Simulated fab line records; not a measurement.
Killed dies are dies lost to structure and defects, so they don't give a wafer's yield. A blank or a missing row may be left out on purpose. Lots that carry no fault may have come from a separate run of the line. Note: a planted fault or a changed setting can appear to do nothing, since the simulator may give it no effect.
Split-lot experiment -- flow n5 finfet -- 21 wafers read across 7 lots, on a route 1938 steps long

== ON THE SPLIT ==
At N5_BEOL_M0_SAQP_SPACER2_ALD_26 (deposits SiO2, target thk 15 nm, pulse time 1 s, purge time 2 s), the setting target thk a was moved away from the recipe's 150 angstrom on 7 of the 21 wafers read, by -11.2% to +13.3%. All remaining wafers had this setting at the recipe value.

== FROM THE SPLIT TO THE READING: what the file shows between them, 2 steps ==
- N5_BEOL_M0_SAQP_SPACER2_ETCHBACK_27: etches SiO2 in CHF3/O2, target depth 22.5 nm, time 11.25 s
- N5_BEOL_M0_SAQP_MANDREL2_REMOVE_110: chemistry HBr/Cl2/O2, target a-Si, stops on SiCN, bt time 10 s

== THE READING ==
cd nm, in nm, at N5_BEOL_M0_SAQP_CD_MEAS_29 (target cd 14.4 nm). A value of 14.93 nm with a standard deviation of 0.22 nm is what fault-free wafers of this fab line usually give.

wafer,"tool, chamber at the split","target thk a as run, angstrom",against the recipe,"cd nm, nm",against lot-mates on the recipe
L075.1,"ald sin-01, 1,3",158.9,+5.9%,15.76,+0.81
L075.3,"ald sin-01, 2",150,recipe,14.95,-
L075.4,"ald sin-01, 1,3",158.9,+5.9%,15.54,+0.59
L079.1,"ald sin-03, 3,0,1",150,recipe,14.94,-
L079.3,"ald sin-03, 3,0,1",150,recipe,15.07,-
L079.5,"ald sin-03, 3,0,1",150,recipe,15.01,-
L081.2,"ald sin-01, 1",150,recipe,15.09,-
L081.4,"ald sin-01, 2",133.2,-11.2%,13.34,-1.60
L081.6,"ald sin-01, 2",150,recipe,14.79,-
L083.1,"ald sin-02, 2,0",150,recipe,14.77,-
L083.4,"ald sin-02, 1",170,+13.3%,16.69,+1.87
L083.5,"ald sin-02, 2,0",150,recipe,14.88,-
L085.1,"ald sin-01, 2,3,1",150,recipe,15.13,-
L085.2,"ald sin-01, 2,3,1",150,recipe,14.92,-
L085.6,"ald sin-01, 2,3,1",150,recipe,14.96,-
L087.1,"ald sin-03, 1",150,recipe,15.05,-
L087.2,"ald sin-03, 3",144.9,-3.4%,14.11,-0.81
L087.3,"ald sin-03, 2",150,recipe,14.79,-
L097.1,"ald sin-03, 2,1",158.4,+5.6%,15.49,+0.38
L097.3,"ald sin-03, 2,1",158.4,+5.6%,15.97,+0.86
L097.5,"ald sin-03, 3",150,recipe,15.11,-
If several chambers appear in one row, that row covers several wafers at once and the file leaves open which wafer was in which chamber.

FIT RESULTS
A straight line over all 21 wafers: cd nm changes by +0.138 nm for each +1% of target thk a; r = +0.97; the points scatter about the line by 0.16 nm.
The same after taking each lot's own level away (the mean of its wafers on the recipe; 21 wafers): +0.138 nm for each +1%; r = +0.98; scatter 0.15 nm.
Per that fit: largest target thk a move, reading shift of 1.8 nm.
Measured against the standard deviation above, the lots' own levels, which go from 14.825 to 15.110 nm, span 1.3 times it.
Hence the lot-to-lot level has little effect on the slope; both slopes agree.
Check: with one of the wafers moved furthest among these (+13.3%) left out of the fit, the line predicts +1.75 nm for it against its lot-mates. Against them it came out at +1.87 nm.

== OTHER SPLITS APPLIED TO THESE WAFERS ==
Note: prior to the reading, these wafers also went through further splits. Each is held against what the fit with the lots' levels taken away leaves over:
other split on the same wafers,wafers away from the commonest value,r with cd nm (lot level and that fit taken away)
N5_MOL_CONTACT_COAG_ALD_27 time s,13,+0.01
N5_MOL_CONTACT_COAG_COAT_76 spin rpm,5,+0.15
N5_MOL_CONTACT_COAG_ETCH_67 source w,7,-0.02

== THE WHOLE CHAIN: every reading that the file lists as answering this split, in the file's order ==
step,what it does,reading,change (the file's fit),r (the file's)
N5_BEOL_M0_SAQP_SPACER2_ALD_26,"deposits SiO2, target thk 15 nm, pulse time 1 s, purge time 2 s","SiO2_of_BEOL_M0_SAQP_SPACER2_ALD_26.thk nm (the simulator's own value, which no gauge read)",+0.147 nm for each +1% of the setting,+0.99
N5_BEOL_M0_SAQP_MANDREL2_REMOVE_110,"chemistry HBr/Cl2/O2, target a-Si, stops on SiCN, bt time 10 s","BEOL_M0_SAQP.cd nm (the simulator's own value, which no gauge read)",+0.149 nm for each +1% of the setting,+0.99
N5_BEOL_M0_SAQP_CD_MEAS_29,target cd 14.4 nm,cd nm,+0.14 nm for each +1% of the setting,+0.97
N5_BEOL_M0_HM_OPEN_105,"chemistry Cl2/BCl3, target TiN, target depth 12 nm","SiO2_of_BEOL_M0_SAQP_SPACER2_ALD_26.thk nm (the simulator's own value, which no gauge read)",+0.139 nm for each +1% of the setting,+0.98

== FILE'S OWN FIT ==
cd nm changes by +0.14 nm for each +1% of target thk a, r = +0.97.
